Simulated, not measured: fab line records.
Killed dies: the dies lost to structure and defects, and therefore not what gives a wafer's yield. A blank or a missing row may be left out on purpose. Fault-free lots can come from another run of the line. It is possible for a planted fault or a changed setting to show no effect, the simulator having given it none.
Chamber matching	flow nandHarc	NHARC_P_GATE_ETCH_104 on rieDiel-06: 4 sister chambers
The step etches the open film in CF4/CHF3, target depth 60 nm. 30 wafers are shown with their chamber, then 12 later ones without.

## WAFERS, EACH WITH ITS CHAMBER
wafer	chamber	showerheadPlenumPTorr (Torr)	drypumpMotorCurrentA (A)	rfVppV (V)
L074.1	3	1.47	6.03	367.0
L074.2	1	1.58	5.84	373.2
L074.6	1	1.58	5.85	371.5
L077.2	1	1.58	5.83	372.2
L077.4	2	1.66	5.61	372.7
L077.6	0	1.52	5.37	368.6
L081.2	3	1.47	6.05	366.9
L081.4	1	1.58	5.85	372.4
L081.5	0	1.51	5.35	367.8
L082.1	0	1.51	5.36	368.5
L082.3	3	1.47	6.06	367.3
L082.4	1	1.58	5.81	372.7
L084.1	3	1.47	6.02	367.6
L084.2	0	1.51	5.36	369.4
L084.6	0	1.51	5.37	369.1
L083.2	3	1.47	6.03	367.5
L083.3	0	1.51	5.36	368.5
L083.4	2	1.66	5.60	374.5
L086.1	2	1.66	5.59	374.6
L086.2	1	1.58	5.82	371.4
L086.4	0	1.51	5.36	368.3
L088.1	1	1.58	5.84	370.1
L088.3	3	1.47	6.06	368.0
L088.4	2	1.66	5.62	372.5
L089.2	3	1.47	6.02	365.9
L089.4	2	1.66	5.60	373.7
L089.6	0	1.51	5.35	368.9
L091.1	2	1.66	5.62	373.4
L091.3	3	1.47	6.04	366.8
L091.5	3	1.47	6.02	365.7

SIGNATURES (averages over the wafers above)
reading	chamber 0	chamber 1	chamber 2	chamber 3	scatter within a chamber
showerheadPlenumPTorr	1.5112	1.5800	1.6600	1.4700	0.00183
drypumpMotorCurrentA	5.3600	5.8343	5.6067	6.0367	0.0135
rfVppV	368.637	371.929	373.567	366.967	0.798
Rule: for a wafer and a chamber, the distance is found by dividing, reading by reading, the gap between the wafer's reading and the chamber's mean by the reading's scatter, squaring, summing and taking the root. If the next closest chamber is less than 2 further off than the closest, the wafer can't be placed; otherwise it belongs to the closest. The scatter: take each reading less its chamber's mean, square it, sum over the shown wafers, divide by the number of wafers less the number of chambers, and take the root.

## WAFERS WITH NO CHAMBER GIVEN
wafer	showerheadPlenumPTorr (Torr)	drypumpMotorCurrentA (A)	rfVppV (V)
L093.2	1.58	5.83	371.9
L093.3	1.47	6.03	366.4
L093.5	1.66	5.61	372.8
L096.1	1.66	5.61	374.4
L096.5	1.58	5.83	369.4
L096.6	1.66	5.60	373.9
L095.1	1.66	5.62	374.0
L095.4	1.66	5.60	372.5
L095.6	1.66	5.62	374.7
L097.2	1.51	5.35	369.5
L097.4	1.66	5.61	372.4
L097.5	1.58	5.81	370.3

## THE CHAMBER EACH PASSED THROUGH
wafer	from the rows above	in truth
L093.2	1	1
L093.3	3	3
L093.5	2	2
L096.1	2	2
L096.5	1	1
L096.6	2	2
L095.1	2	2
L095.4	2	2
L095.6	2	2
L097.2	0	0
L097.4	2	2
L097.5	1	1
12 of 12 placed correctly. Left unplaced by these rows: 0. Wrongly placed: 0.
